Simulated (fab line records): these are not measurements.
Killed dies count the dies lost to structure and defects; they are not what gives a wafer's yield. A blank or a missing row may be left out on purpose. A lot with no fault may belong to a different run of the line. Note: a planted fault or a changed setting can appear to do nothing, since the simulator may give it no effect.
Matching of chambers / flow n5 finfet / 4 sister chambers for N5_BEOL_M6_ETCH_62 on rie diel-06
The step etches SOC in N2/H2, target depth 110 nm, overetch 22 nm, time 165 s. 4 wafers are shown with their chamber, then 7 later ones without.

== WAFERS PAIRED WITH THEIR CHAMBERS ==
wafer=L083.6; chamber=1; showerhead plenum p Torr (Torr)=2.49
wafer=L086.3; chamber=2; showerhead plenum p Torr (Torr)=2.61
wafer=L091.2; chamber=0; showerhead plenum p Torr (Torr)=2.60
wafer=L091.5; chamber=3; showerhead plenum p Torr (Torr)=2.43

== WAFERS WITHOUT THEIR CHAMBER ==
wafer=L091.6; showerhead plenum p Torr (Torr)=2.61
wafer=L093.2; showerhead plenum p Torr (Torr)=2.43
wafer=L093.3; showerhead plenum p Torr (Torr)=2.48
wafer=L093.4; showerhead plenum p Torr (Torr)=2.60
wafer=L094.3; showerhead plenum p Torr (Torr)=2.60
wafer=L094.5; showerhead plenum p Torr (Torr)=2.42
wafer=L094.6; showerhead plenum p Torr (Torr)=2.47

== THE CHAMBER EACH PASSED THROUGH ==
wafer=L091.6; from the rows above=can't be placed: 2 or 0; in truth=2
wafer=L093.2; from the rows above=3; in truth=3
wafer=L093.3; from the rows above=1; in truth=1
wafer=L093.4; from the rows above=can't be placed: 0 or 2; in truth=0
wafer=L094.3; from the rows above=can't be placed: 0 or 2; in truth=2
wafer=L094.5; from the rows above=3; in truth=3
wafer=L094.6; from the rows above=1; in truth=1
Correctly placed: 4 of 7. Not placeable from these rows: 3 (in 3, the candidates include the true chamber). Number placed wrongly: 0.
How it was worked out, from the rows above alone: a wafer's distance from a chamber is the root of the sum, over the readings, of the square of ((its reading less the chamber's mean) divided by the reading's scatter). If the next closest chamber is less than 2 further off than the closest, the wafer can't be placed; otherwise it belongs to the closest. For every chamber, the mean is computed from those of its wafers that are shown. The scatter: with one shown wafer a chamber, the root of the mean of the squares of how far each hidden wafer lies from its nearest shown one.
